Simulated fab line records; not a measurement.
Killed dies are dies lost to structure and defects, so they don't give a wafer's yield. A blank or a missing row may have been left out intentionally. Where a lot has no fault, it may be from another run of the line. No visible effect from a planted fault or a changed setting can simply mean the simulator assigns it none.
Which tool is to blame? -- flow nandHarc -- 13 lots with 39 wafers sampled at 3 steps, on a route of 1159 steps

WHAT EACH GAUGE READ, for each wafer
NHARC_THIN_TSV_CD_MEAS_33 targets a cd of 5000 nm. Usual: cdNm reads 5000.0 nm (standard deviation 1.5).
lot,measured,on,cdNm (nm),flag
L783,day 18 17:16,cdSem-03,4998.6 4997.1 4998.7,
L785,day 19 00:09,cdSem-03,5001.0 5001.8 5002.3,
L788,day 19 03:05,cdSem-03,5003.1 5002.2 5002.0,
L787,day 19 16:33,cdSem-02,5001.8 5000.1 5001.4,
L790,day 20 16:49,cdSem-01,5000.8 4999.8 5001.1,
L789,day 20 18:21,cdSem-02,4997.1 4999.4 4998.2,
L796,day 22 04:23,cdSem-02,5000.0 5001.2 4998.1,
L795,day 22 05:48,cdSem-02,4997.2 4999.2 4999.8,
L800,day 22 23:03,cdSem-02,4998.5 4999.2 5000.7,
L798,day 23 04:54,cdSem-02,4998.0 4998.4 5000.3,
L799,day 23 10:40,cdSem-01,5000.7 5002.6 5001.1,
L802,day 23 11:42,cdSem-03,4999.5 4999.4 5001.6,
L805,day 24 11:43,cdSem-01,4997.0 4997.6 5000.1,

WHICH TOOL RAN EACH LOT (tool, then ch and the chambers of the sampled wafers, then the start)
lot,NHARC_THIN_TSV_PRE_CLEAN_50,NHARC_THIN_TSV_PVD_19
L783,"pvdSputter-01, day 18 17:16 or earlier","pvdSputter-01, day 18 17:16 or earlier"
L785,"pvdSputter-03, day 19 00:09 or earlier","pvdSputter-03, day 19 00:09 or earlier"
L788,"pvdSputter-02, day 19 03:05 or earlier","pvdSputter-02, day 19 03:05 or earlier"
L787,"pvdSputter-03, day 19 16:33 or earlier","pvdSputter-03, day 19 16:33 or earlier"
L790,"pvdSputter-01, day 20 16:49 or earlier","pvdSputter-01, day 20 16:49 or earlier"
L789,"pvdSputter-03, day 20 18:21 or earlier","pvdSputter-03, day 20 18:21 or earlier"
L796,"pvdSputter-02, day 22 04:23 or earlier","pvdSputter-02, day 22 04:23 or earlier"
L795,"pvdSputter-03, day 22 05:48 or earlier","pvdSputter-03, day 22 05:48 or earlier"
L800,"pvdSputter-02, day 22 23:03 or earlier","pvdSputter-02, day 22 23:03 or earlier"
L798,"pvdSputter-02, day 23 04:54 or earlier","pvdSputter-02, day 23 04:54 or earlier"
L799,"pvdSputter-02, day 23 10:40 or earlier","pvdSputter-02, day 23 10:40 or earlier"
L802,"pvdSputter-02, day 23 11:42 or earlier","pvdSputter-02, day 23 11:42 or earlier"
L805,"pvdSputter-03, day 24 11:43 or earlier","pvdSputter-03, day 24 11:43 or earlier"
- NHARC_THIN_TSV_PRE_CLEAN_50: time 30 s.
- NHARC_THIN_TSV_PVD_19: deposits TaN, target thk 20 nm.

AS READ BY THE TOOLS THEMSELVES (means over the sampled wafers that have a number; for cases with no such wafer, the mark the record gives instead)
NHARC_THIN_TSV_PRE_CLEAN_50. Usual: heaterPowerW reads 410 W (standard deviation 28).
lot,tool,heaterPowerW (W),flag
L783,pvdSputter-01,407,
L785,pvdSputter-03,392,
L788,pvdSputter-02,421,
L787,pvdSputter-03,407,
L790,pvdSputter-01,424,
L789,pvdSputter-03,420,
L796,pvdSputter-02,395,
L795,pvdSputter-03,433,
L800,pvdSputter-02,407,
L798,pvdSputter-02,427,
L799,pvdSputter-02,392,
L802,pvdSputter-02,428,
L805,pvdSputter-03,422,

NHARC_THIN_TSV_PVD_19. Usual: throttleValvePct reads 30.3 % (standard deviation 1).
lot,tool,throttleValvePct (%),flag
L783,pvdSputter-01,30.6,
L785,pvdSputter-03,30.1,
L788,pvdSputter-02,30.0,
L787,pvdSputter-03,30.8,
L790,pvdSputter-01,30.6,
L789,pvdSputter-03,29.8,
L796,pvdSputter-02,30.7,
L795,pvdSputter-03,30.7,
L800,pvdSputter-02,30.8,
L798,pvdSputter-02,30.5,
L799,pvdSputter-02,30.6,
L802,pvdSputter-02,29.7,
L805,pvdSputter-03,30.2,

THE ANSWER, worked out from the rows above alone
Rule: take the mean of a lot's wafers that have a number; if it is more than 3 standard deviations from the usual mean, the lot is off. A lot without any number at a reading at which 4 lots or more have one is off too. Where the step has rows for the other lots, those lots are counted as sound. Order of review: gauges by route order, followed by the tools' own readings, for which a lot's mean as printed above is used. At the first step where some lot is off, the reading lying furthest off is the one used; lots without a number count as furthest.
None of the lots is off at any reading shown; this tells nothing.

WHAT THE SIMULATOR PUT IN
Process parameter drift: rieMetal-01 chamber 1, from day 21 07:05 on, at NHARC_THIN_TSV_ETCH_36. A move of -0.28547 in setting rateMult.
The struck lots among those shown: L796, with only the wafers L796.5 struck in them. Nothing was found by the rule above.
